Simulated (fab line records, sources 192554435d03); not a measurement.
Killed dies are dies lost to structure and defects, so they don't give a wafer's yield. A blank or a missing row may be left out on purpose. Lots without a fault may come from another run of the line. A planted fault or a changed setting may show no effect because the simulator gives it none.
Chamber matching | flow n5_finfet | N5_BEOL_M12_DESCUM_33 on rie_diel-01: 4 sister chambers
The step chemistry O2, time 7.9 s. 16 wafers are shown with their chamber, then 8 later ones without.

WAFERS WITH THEIR CHAMBER
wafer  | chamber | showerhead_plenum_p_Torr (Torr) | throttle_valve_pct (%) | oes_product_au (a.u.)
L081.1 | 3       | 2.02                            | 20.10                  | 0.79
L081.2 | 2       | 2.24                            | 20.12                  | 0.87
L081.5 | 2       | 2.24                            | 20.13                  | 0.87
L079.2 | 3       | 2.02                            | 20.12                  | 0.78
L079.3 | 2       | 2.24                            | 20.12                  | 0.86
L079.4 | 1       | 2.17                            | 20.51                  | 0.69
L083.2 | 3       | 2.02                            | 20.12                  | 0.77
L083.3 | 1       | 2.17                            | 20.51                  | 0.68
L083.4 | 2       | 2.24                            | 20.13                  | 0.85
L082.2 | 1       | 2.17                            | 20.51                  | 0.69
L082.5 | 1       | 2.17                            | 20.52                  | 0.68
L082.6 | 3       | 2.02                            | 20.11                  | 0.78
L084.2 | 1       | 2.16                            | 20.54                  | 0.68
L084.4 | 0       | 2.07                            | 20.17                  | 1.00
L084.5 | 3       | 2.01                            | 20.12                  | 0.76
L087.2 | 3       | 2.01                            | 20.15                  | 0.76

SIGNATURES (means of the wafers above)
reading                  | chamber 0 | chamber 1 | chamber 2 | chamber 3 | scatter within a chamber
showerhead_plenum_p_Torr | 2.0700    | 2.1680    | 2.2400    | 2.0167    | 0.00422
throttle_valve_pct       | 20.1700   | 20.5180   | 20.1250   | 20.1200   | 0.0135
oes_product_au           | 1.0000    | 0.6840    | 0.8625    | 0.7733    | 0.0097
Rule: a wafer's distance from a chamber is the root of the sum, over the readings, of the square of ((its reading less the chamber's mean) divided by the reading's scatter). The wafer belongs to the nearest chamber; if the next one is less than 2 further off, it can't be placed. The scatter: the root of (the sum of the squares of (reading less its chamber's mean) over the shown wafers, divided by (wafers less chambers)).

WAFERS WITHOUT THEIR CHAMBER
wafer  | showerhead_plenum_p_Torr (Torr) | throttle_valve_pct (%) | oes_product_au (a.u.)
L087.3 | 2.16                            | 20.54                  | 0.67
L087.5 | 2.16                            | 20.53                  | 0.67
L097.1 | 2.06                            | 20.21                  | 0.91
L097.2 | 2.23                            | 20.18                  | 0.80
L097.4 | 2.23                            | 20.17                  | 0.81
L095.2 | 2.22                            | 20.20                  | 0.80
L095.3 | 2.00                            | 20.19                  | 0.73
L095.5 | 2.06                            | 20.23                  | 0.89

WHICH CHAMBER EACH WENT THROUGH
wafer  | from the rows above | in truth
L087.3 | 1                   | 1
L087.5 | 1                   | 1
L097.1 | 0                   | 0
L097.2 | 2                   | 2
L097.4 | 2                   | 2
L095.2 | 2                   | 2
L095.3 | 3                   | 3
L095.5 | 0                   | 0
Placed correctly: 8 of 8. Can't be placed from these rows: 0. Placed wrongly: 0.
